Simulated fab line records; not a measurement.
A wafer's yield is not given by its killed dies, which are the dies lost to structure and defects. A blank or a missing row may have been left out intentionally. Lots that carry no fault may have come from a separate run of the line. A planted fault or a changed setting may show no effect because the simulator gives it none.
Matching of chambers + flow n5Finfet + N5_SDB_ETCH_17 on rieDiel-05: 4 sister chambers
The step etches SiARC in CF4, target depth 23.4 nm, time 39 s. 4 wafers are shown with their chamber, then 9 later ones without.

## WAFERS WITH THEIR CHAMBER
| wafer  | chamber | drypumpMotorCurrentA (A) |
|--------|---------|--------------------------|
| L084.3 | 2       | 5.3                      |
| L085.4 | 0       | 6.0                      |
| L086.4 | 1       | 5.3                      |
| L086.6 | 3       | 5.8                      |

## WAFERS WITHOUT THEIR CHAMBER
| wafer  | drypumpMotorCurrentA (A) |
|--------|--------------------------|
| L090.2 | 5.3                      |
| L090.4 | 5.3                      |
| L090.5 | 5.3                      |
| L092.1 | 5.8                      |
| L092.4 | 6.0                      |
| L092.6 | 6.0                      |
| L095.4 | 5.8                      |
| L095.5 | 5.8                      |
| L095.6 | 5.9                      |

## WHICH CHAMBER EACH WENT THROUGH
| wafer  | from the rows above     | in truth |
|--------|-------------------------|----------|
| L090.2 | can't be placed: 1 or 2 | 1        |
| L090.4 | can't be placed: 1 or 2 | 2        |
| L090.5 | can't be placed: 1 or 2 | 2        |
| L092.1 | 3                       | 3        |
| L092.4 | 0                       | 0        |
| L092.6 | 0                       | 0        |
| L095.4 | 3                       | 3        |
| L095.5 | 3                       | 3        |
| L095.6 | can't be placed: 0 or 3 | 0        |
Placed correctly: 5 of 9. Cannot be placed on the basis of these rows: 4; the candidates contain the true chamber in 4. Wrongly placed: 0.
How it was worked out, from the rows above alone: a wafer's distance from a chamber is the root of the sum, over the readings, of the square of ((its reading less the chamber's mean) divided by the reading's scatter). If the next closest chamber is less than 2 further off than the closest, the wafer can't be placed; otherwise it belongs to the closest. For every chamber, the mean is computed from those of its wafers that are shown. The scatter (one wafer shown for each chamber): square how far every hidden wafer sits from the nearest shown wafer, average those squares and take the square root.
